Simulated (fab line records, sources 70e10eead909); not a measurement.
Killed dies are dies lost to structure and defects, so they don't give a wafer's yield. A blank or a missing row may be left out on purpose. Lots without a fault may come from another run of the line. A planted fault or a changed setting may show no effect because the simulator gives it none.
Chamber matching | flow nand_harc | NHARC_A_SGD_CUT_DEP_00 on pecvd-04: 3 sister chambers
The step deposits SiNx, target thk 50 nm. 24 wafers are shown with their chamber, then 12 later ones without.

WAFERS WITH THEIR CHAMBER
wafer  | chamber | heater_power_w (W)
L078.2 | 1       | 761
L078.3 | 0       | 727
L078.4 | 2       | 585
L078.1 | 2       | 576
L078.5 | 1       | 744
L078.6 | 0       | 712
L084.1 | 2       | 616
L084.3 | 1       | 636
L084.6 | 0       | 696
L086.2 | 1       | 639
L086.4 | 2       | 567
L086.6 | 1       | 664
L089.1 | 1       | 661
L089.5 | 0       | 808
L089.6 | 2       | 596
L089.2 | 0       | 806
L089.3 | 2       | 601
L089.4 | 1       | 655
L087.2 | 2       | 605
L087.3 | 1       | 692
L087.5 | 0       | 836
L090.2 | 0       | 739
L090.3 | 2       | 538
L090.4 | 2       | 537

SIGNATURES (means of the wafers above)
reading        | chamber 0 | chamber 1 | chamber 2 | scatter within a chamber
heater_power_w | 760.57    | 681.50    | 580.11    | 43.8
Rule: a wafer's distance from a chamber is the root of the sum, over the readings, of the square of ((its reading less the chamber's mean) divided by the reading's scatter). The wafer belongs to the nearest chamber; if the next one is less than 2 further off, it can't be placed. The scatter: the root of (the sum of the squares of (reading less its chamber's mean) over the shown wafers, divided by (wafers less chambers)).

WAFERS WITHOUT THEIR CHAMBER
wafer  | heater_power_w (W)
L095.1 | 576
L095.3 | 668
L095.5 | 824
L097.1 | 817
L097.4 | 828
L097.5 | 615
L097.2 | 618
L097.3 | 634
L097.6 | 635
L096.2 | 705
L096.5 | 708
L096.6 | 601

WHICH CHAMBER EACH WENT THROUGH
wafer  | from the rows above          | in truth
L095.1 | 2                            | 2
L095.3 | can't be placed: 1 or 2 or 0 | 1
L095.5 | can't be placed: 0 or 1      | 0
L097.1 | can't be placed: 0 or 1      | 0
L097.4 | can't be placed: 0 or 1      | 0
L097.5 | can't be placed: 2 or 1      | 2
L097.2 | can't be placed: 2 or 1      | 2
L097.3 | can't be placed: 1 or 2 or 0 | 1
L097.6 | can't be placed: 1 or 2 or 0 | 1
L096.2 | can't be placed: 1 or 0      | 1
L096.5 | can't be placed: 1 or 0      | 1
L096.6 | can't be placed: 2 or 1      | 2
Placed correctly: 1 of 12. Can't be placed from these rows: 11 (the true chamber is among the candidates in 11). Placed wrongly: 0.
